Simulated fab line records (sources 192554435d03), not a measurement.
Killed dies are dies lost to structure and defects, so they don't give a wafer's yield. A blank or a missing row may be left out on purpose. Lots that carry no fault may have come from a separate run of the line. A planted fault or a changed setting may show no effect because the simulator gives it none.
What tool caused it? / flow n5-finfet / 9 lots, 27 wafers sampled, at 5 steps of a route of 1938

WHAT THE GAUGES READ, wafer by wafer
N5_WELL_APT_CD_MEAS_08: target cd 200 nm.
lot=L494; measured=day 1 13:41; on=cd-sem-01; cd-nm (nm)=198.0 198.4 198.5
lot=L497; measured=day 2 07:34; on=cd-sem-01; cd-nm (nm)=200.4 199.2 201.0
lot=L499; measured=day 2 19:42; on=cd-sem-03; cd-nm (nm)=200.9 199.6 200.0
lot=L503; measured=day 3 20:15; on=cd-sem-03; cd-nm (nm)=200.6 199.5 197.5
lot=L510; measured=day 5 13:46; on=cd-sem-01; cd-nm (nm)=199.6 200.7 198.9
lot=L512; measured=day 6 01:34; on=cd-sem-03; cd-nm (nm)=199.3 198.9 199.0
lot=L515; measured=day 6 19:51; on=cd-sem-03; cd-nm (nm)=200.4 200.6 197.0
lot=L516; measured=day 7 01:47; on=cd-sem-02; cd-nm (nm)=201.9 201.4 199.3
lot=L517; measured=day 7 07:49; on=cd-sem-03; cd-nm (nm)=202.1 201.7 198.6

N5_PMOS_HMC_CHANNEL_EPI_CD_MEAS_09: target cd 237.4 nm.
lot=L494; measured=day 1 17:17; on=cd-sem-03; cd-nm (nm)=237.5 235.6 237.5
lot=L497; measured=day 2 14:11; on=cd-sem-01; cd-nm (nm)=236.7 236.4 237.8
lot=L499; measured=day 2 23:40; on=cd-sem-02; cd-nm (nm)=237.4 237.3 239.3
lot=L503; measured=day 3 23:34; on=cd-sem-03; cd-nm (nm)=236.4 236.9 236.4
lot=L510; measured=day 5 17:36; on=cd-sem-03; cd-nm (nm)=236.1 236.2 237.9
lot=L512; measured=day 6 04:55; on=cd-sem-02; cd-nm (nm)=236.8 236.9 238.5
lot=L515; measured=day 6 23:12; on=cd-sem-03; cd-nm (nm)=237.2 237.8 235.8
lot=L516; measured=day 7 05:22; on=cd-sem-02; cd-nm (nm)=237.9 238.5 238.4
lot=L517; measured=day 7 11:13; on=cd-sem-03; cd-nm (nm)=239.2 236.9 239.4

N5_BEOL_M4_RC_MEAS_101.
lot=L494; measured=day 8 10:58; on=prober-01; CJ_P=6.01 5.55 5.67; DIBL_N (mV/V)=39.7 36.8 35.2; DIBL_P (mV/V)=40.5 36.0 35.4; IOFF_N (nA/um)=0.22 0.15 0.14; IOFF_P (nA/um)=0.25 0.18 0.17; ION_N (uA/um)=690 654 673; ION_P (uA/um)=461 450 455; SS_N (mV/dec)=72.7 71.7 72.3; SS_P (mV/dec)=73.3 73.0 72.4; VT_N (mV)=246 254 251; VT_P (mV)=-250 -252 -254
lot=L497; measured=day 9 01:17; on=prober-02; CJ_P=5.64 5.97 5.90; DIBL_N (mV/V)=37.6 39.2 36.5; DIBL_P (mV/V)=37.9 37.8 35.9; IOFF_N (nA/um)=0.18 0.22 0.16; IOFF_P (nA/um)=0.26 0.26 0.22; ION_N (uA/um)=673 693 664; ION_P (uA/um)=465 466 460; SS_N (mV/dec)=71.8 72.8 72.1; SS_P (mV/dec)=73.4 73.0 73.3; VT_N (mV)=248 245 251; VT_P (mV)=-248 -245 -249
lot=L499; measured=day 9 17:16; on=prober-01; CJ_P=5.67 5.60 5.83; DIBL_N (mV/V)=37.4 36.9 35.6; DIBL_P (mV/V)=40.0 38.2 36.7; IOFF_N (nA/um)=0.20 0.19 0.16; IOFF_P (nA/um)=0.25 0.23 0.20; ION_N (uA/um)=686 676 679; ION_P (uA/um)=475 465 457; SS_N (mV/dec)=72.4 72.2 71.0; SS_P (mV/dec)=73.3 74.3 73.1; VT_N (mV)=244 249 251; VT_P (mV)=-247 -250 -250
lot=L503; measured=day 10 08:16; on=prober-01; CJ_P=5.62 5.84 5.80; DIBL_N (mV/V)=37.8 37.4 34.0; DIBL_P (mV/V)=36.8 36.3 32.8; IOFF_N (nA/um)=0.16 0.15 0.11; IOFF_P (nA/um)=0.21 0.21 0.17; ION_N (uA/um)=684 691 676; ION_P (uA/um)=460 472 471; SS_N (mV/dec)=71.1 71.6 70.4; SS_P (mV/dec)=73.3 72.7 71.9; VT_N (mV)=252 251 254; VT_P (mV)=-249 -248 -253
lot=L510; measured=day 12 03:13; on=prober-01; CJ_P=4.81 4.80 4.90; DIBL_N (mV/V)=34.7 35.3 36.2; DIBL_P (mV/V)=36.7 37.6 38.4; IOFF_N (nA/um)=0.16 0.17 0.19; IOFF_P (nA/um)=0.19 0.20 0.22; ION_N (uA/um)=681 684 682; ION_P (uA/um)=460 459 459; SS_N (mV/dec)=71.6 71.5 71.5; SS_P (mV/dec)=73.3 73.5 73.8; VT_N (mV)=251 246 251; VT_P (mV)=-253 -253 -249
lot=L512; measured=day 12 17:01; on=prober-01; CJ_P=5.06 4.88 4.83; DIBL_N (mV/V)=37.2 41.3 36.6; DIBL_P (mV/V)=37.7 42.2 35.5; IOFF_N (nA/um)=0.17 0.26 0.16; IOFF_P (nA/um)=0.24 0.32 0.20; ION_N (uA/um)=662 689 687; ION_P (uA/um)=461 468 474; SS_N (mV/dec)=71.5 73.0 70.9; SS_P (mV/dec)=74.2 75.0 74.0; VT_N (mV)=247 244 247; VT_P (mV)=-249 -247 -248
lot=L515; measured=day 13 12:39; on=prober-02; CJ_P=5.80 5.93 5.95; DIBL_N (mV/V)=36.7 37.6 36.4; DIBL_P (mV/V)=38.0 39.6 37.7; IOFF_N (nA/um)=0.19 0.22 0.18; IOFF_P (nA/um)=0.22 0.26 0.22; ION_N (uA/um)=684 690 685; ION_P (uA/um)=462 462 462; SS_N (mV/dec)=71.4 72.2 72.3; SS_P (mV/dec)=73.8 73.6 73.1; VT_N (mV)=247 247 248; VT_P (mV)=-250 -249 -250
lot=L516; measured=day 13 13:22; on=prober-01; CJ_P=5.64 5.84 5.66; DIBL_N (mV/V)=37.2 37.0 35.9; DIBL_P (mV/V)=40.0 39.2 37.1; IOFF_N (nA/um)=0.18 0.17 0.14; IOFF_P (nA/um)=0.22 0.20 0.17; ION_N (uA/um)=668 673 655; ION_P (uA/um)=452 461 445; SS_N (mV/dec)=72.0 72.1 72.4; SS_P (mV/dec)=74.4 73.6 73.8; VT_N (mV)=250 250 254; VT_P (mV)=-251 -255 -255
lot=L517; measured=day 13 22:26; on=prober-02; CJ_P=5.88 6.02 5.80; DIBL_N (mV/V)=35.6 33.3 37.0; DIBL_P (mV/V)=36.9 32.9 37.7; IOFF_N (nA/um)=0.16 0.11 0.18; IOFF_P (nA/um)=0.19 0.15 0.22; ION_N (uA/um)=669 655 678; ION_P (uA/um)=460 453 459; SS_N (mV/dec)=71.8 71.8 72.6; SS_P (mV/dec)=73.2 73.2 73.6; VT_N (mV)=251 257 248; VT_P (mV)=-253 -255 -250

WHICH TOOL RAN EACH LOT (tool, then ch and the chambers of the sampled wafers, then the start)
lot=L494; N5_WELL_APT_IMPLANT_15=implanter-01 ch 0, day 1 14:05; N5_WELL_APT_DESCUM_30=rie-diel-03 ch 0,1,2, day 1 15:01
lot=L497; N5_WELL_APT_IMPLANT_15=implanter-02 ch 0, day 2 10:39; N5_WELL_APT_DESCUM_30=rie-diel-03 ch 0,1,3, day 2 11:54
lot=L499; N5_WELL_APT_IMPLANT_15=implanter-02 ch 0, day 2 20:04; N5_WELL_APT_DESCUM_30=rie-diel-02 ch 0,1,2, day 2 21:19
lot=L503; N5_WELL_APT_IMPLANT_15=implanter-01 ch 0, day 3 20:40; N5_WELL_APT_DESCUM_30=rie-diel-02 ch 0,1,3, day 3 21:29
lot=L510; N5_WELL_APT_IMPLANT_15=implanter-02 ch 0, day 5 14:16; N5_WELL_APT_DESCUM_30=rie-diel-02 ch 0,1,2, day 5 15:16
lot=L512; N5_WELL_APT_IMPLANT_15=implanter-02 ch 0, day 6 01:56; N5_WELL_APT_DESCUM_30=rie-diel-02 ch 1,2,3, day 6 02:48
lot=L515; N5_WELL_APT_IMPLANT_15=implanter-01 ch 0, day 6 20:16; N5_WELL_APT_DESCUM_30=rie-diel-02 ch 0,2, day 6 21:05
lot=L516; N5_WELL_APT_IMPLANT_15=implanter-01 ch 0, day 7 02:11; N5_WELL_APT_DESCUM_30=rie-diel-02 ch 0,1, day 7 03:01
lot=L517; N5_WELL_APT_IMPLANT_15=implanter-01 ch 0, day 7 08:14; N5_WELL_APT_DESCUM_30=rie-diel-03 ch 0,1,3, day 7 09:05
- N5_WELL_APT_IMPLANT_15
- N5_WELL_APT_DESCUM_30: chemistry O2, time 7.9 s.

WHAT THE TOOLS THEMSELVES READ (means of the sampled wafers that have a number; where no wafer has one, the mark that the record gives instead)
N5_WELL_APT_IMPLANT_15.
lot=L494; tool=implanter-01; beam-on-s (s)=10.02; dose-ions-cm2=1.5006e+13; faraday-current-uA=190
lot=L497; tool=implanter-02; beam-on-s (s)=10.06; dose-ions-cm2=1.4995e+13; faraday-current-uA=190
lot=L499; tool=implanter-02; beam-on-s (s)=9.99; dose-ions-cm2=1.5003e+13; faraday-current-uA=191
lot=L503; tool=implanter-01; beam-on-s (s)=10.00; dose-ions-cm2=1.4991e+13; faraday-current-uA=190
lot=L510; tool=implanter-02; beam-on-s (s)=10.01; dose-ions-cm2=1.0481e+13; faraday-current-uA=133
lot=L512; tool=implanter-02; beam-on-s (s)=10.10; dose-ions-cm2=1.0513e+13; faraday-current-uA=132
lot=L515; tool=implanter-01; beam-on-s (s)=9.91; dose-ions-cm2=1.5022e+13; faraday-current-uA=192
lot=L516; tool=implanter-01; beam-on-s (s)=10.24; dose-ions-cm2=1.4986e+13; faraday-current-uA=186
lot=L517; tool=implanter-01; beam-on-s (s)=10.07; dose-ions-cm2=1.4994e+13; faraday-current-uA=189

N5_WELL_APT_DESCUM_30.
lot=L494; tool=rie-diel-03; bias-power-w (W)=20.06; drypump-motor-current-A (A)=6.1; oes-product-au (a.u.)=0.81; rf-vpp-V (V)=243.2; showerhead-plenum-p-Torr (Torr)=2.07; temp-c (C)=40.04; throttle-valve-pct (%)=20.29
lot=L497; tool=rie-diel-03; bias-power-w (W)=20.01; drypump-motor-current-A (A)=6.2; oes-product-au (a.u.)=0.77; rf-vpp-V (V)=242.5; showerhead-plenum-p-Torr (Torr)=2.04; temp-c (C)=39.97; throttle-valve-pct (%)=20.46
lot=L499; tool=rie-diel-02; bias-power-w (W)=20.01; drypump-motor-current-A (A)=6.1; oes-product-au (a.u.)=0.81; rf-vpp-V (V)=243.5; showerhead-plenum-p-Torr (Torr)=2.10; temp-c (C)=39.92; throttle-valve-pct (%)=20.20
lot=L503; tool=rie-diel-02; bias-power-w (W)=19.98; drypump-motor-current-A (A)=5.9; oes-product-au (a.u.)=0.78; rf-vpp-V (V)=243.5; showerhead-plenum-p-Torr (Torr)=2.08; temp-c (C)=39.98; throttle-valve-pct (%)=20.33
lot=L510; tool=rie-diel-02; bias-power-w (W)=19.95; drypump-motor-current-A (A)=6.1; oes-product-au (a.u.)=0.78; rf-vpp-V (V)=242.8; showerhead-plenum-p-Torr (Torr)=2.10; temp-c (C)=40.11; throttle-valve-pct (%)=20.24
lot=L512; tool=rie-diel-02; bias-power-w (W)=20.00; drypump-motor-current-A (A)=5.8; oes-product-au (a.u.)=0.71; rf-vpp-V (V)=242.9; showerhead-plenum-p-Torr (Torr)=2.13; temp-c (C)=39.90; throttle-valve-pct (%)=20.41
lot=L515; tool=rie-diel-02; bias-power-w (W)=20.04; drypump-motor-current-A (A)=6.2; oes-product-au (a.u.)=0.83; rf-vpp-V (V)=243.3; showerhead-plenum-p-Torr (Torr)=2.08; temp-c (C)=39.98; throttle-valve-pct (%)=20.31
lot=L516; tool=rie-diel-02; bias-power-w (W)=19.93; drypump-motor-current-A (A)=6.3; oes-product-au (a.u.)=0.81; rf-vpp-V (V)=243.0; showerhead-plenum-p-Torr (Torr)=2.03; temp-c (C)=40.15; throttle-valve-pct (%)=20.21
lot=L517; tool=rie-diel-03; bias-power-w (W)=19.96; drypump-motor-current-A (A)=6.2; oes-product-au (a.u.)=0.74; rf-vpp-V (V)=242.4; showerhead-plenum-p-Torr (Torr)=2.02; temp-c (C)=39.99; throttle-valve-pct (%)=20.53

THE ANSWER, worked out from the rows above alone
Rule: the lots themselves supply what counts as usual. The widest of any qualifying gaps counts: lots, ordered by their means at a reading, are off when they make up no more than a third of the lots, leave a main group of 4 or more, and stand apart from it by 3 or more times the standard deviation of that group's means. Not used: any main group whose means are identical at the precision the tables above print for the reading. Also off: a lot with no number at a reading for which 4 or more lots have one. Where the step has rows for the other lots, those lots are counted as sound. The gauges are gone through in route order, then the tools' own readings, and for those a lot's mean is taken as printed above. The first step at which some lot is off is used, and at that step the reading that is off furthest; a lot without a number counts as furthest.
Off: at N5_BEOL_M4_RC_MEAS_101 (CJ_P), L510, L512. The main group: mean 5.79, standard deviation 0.078.
If a tool, at a process step before that reading, ran all the lots that are off and no sound lot after the first of them, it fits. Not tried: the gauges at N5_BEOL_M4_RC_MEAS_101; whatever is off there is also off at N5_WELL_APT_IMPLANT_15, on other tools, and gauge error can't account for it. One candidate fits, namely implanter-02 at N5_WELL_APT_IMPLANT_15. A fault onset in the window from L499 (day 2 20:04, its last sound lot) to L510 (day 5 14:16, its first lot off) fits.
The tool's own readings at N5_WELL_APT_IMPLANT_15 bear it out: on the lots that are off they differ by more than 5 times the standard deviation of the sound lots' means. dose-ions-cm2 reads 1.0497e+13 there against 1.5000e+13 on the sound lots; faraday-current-uA reads 132 there against 190 on the sound lots.

WHAT THE SIMULATOR HAD INSERTED
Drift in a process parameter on implanter-02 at N5_WELL_APT_IMPLANT_15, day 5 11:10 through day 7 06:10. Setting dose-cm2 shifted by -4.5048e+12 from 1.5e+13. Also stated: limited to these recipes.
Struck lots among those shown: L510, L512. Same finding as the rule above.
